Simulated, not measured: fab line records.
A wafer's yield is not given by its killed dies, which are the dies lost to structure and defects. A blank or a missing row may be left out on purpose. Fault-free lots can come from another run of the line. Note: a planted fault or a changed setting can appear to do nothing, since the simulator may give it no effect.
Chamber matching	flow n5-finfet	4 sister chambers for N5_SPACER0_ALD_07 on ald-sin-03
The step deposits SiNx, target thk 2 nm. 14 wafers are shown with their chamber, then 6 later ones without.

== WAFERS, EACH WITH ITS CHAMBER ==
wafer	chamber	heater-power-w (W)
L929.1	1	741
L929.3	2	828
L929.6	1	746
L931.3	3	898
L931.4	2	815
L931.5	1	742
L932.2	3	891
L932.4	0	840
L932.6	2	816
L935.1	2	806
L935.4	0	844
L935.5	3	886
L936.1	3	923
L936.6	3	897

SIGNATURES (averages over the wafers above)
reading	chamber 0	chamber 1	chamber 2	chamber 3	scatter within a chamber
heater-power-w	842.00	743.00	816.25	899.00	10.4
Rule: distance of a wafer from a chamber = root of the sum over the readings of ((wafer's reading minus chamber's mean) / reading's scatter) squared. If the next closest chamber is less than 2 further off than the closest, the wafer can't be placed; otherwise it belongs to the closest. The scatter: the root of (the sum of the squares of (reading less its chamber's mean) over the shown wafers, divided by (wafers less chambers)).

== WAFERS WHOSE CHAMBER IS MISSING ==
wafer	heater-power-w (W)
L940.1	836
L940.4	910
L940.5	745
L941.2	821
L941.5	779
L941.6	825

== THE CHAMBER EACH PASSED THROUGH ==
wafer	from the rows above	in truth
L940.1	can't be placed: 0 or 2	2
L940.4	3	3
L940.5	1	1
L941.2	can't be placed: 2 or 0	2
L941.5	can't be placed: 1 or 2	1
L941.6	can't be placed: 2 or 0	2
Placed correctly: 2 of 6. Unplaceable from these rows: 4, with the true chamber sitting among the candidates in 4. Wrongly placed: 0.
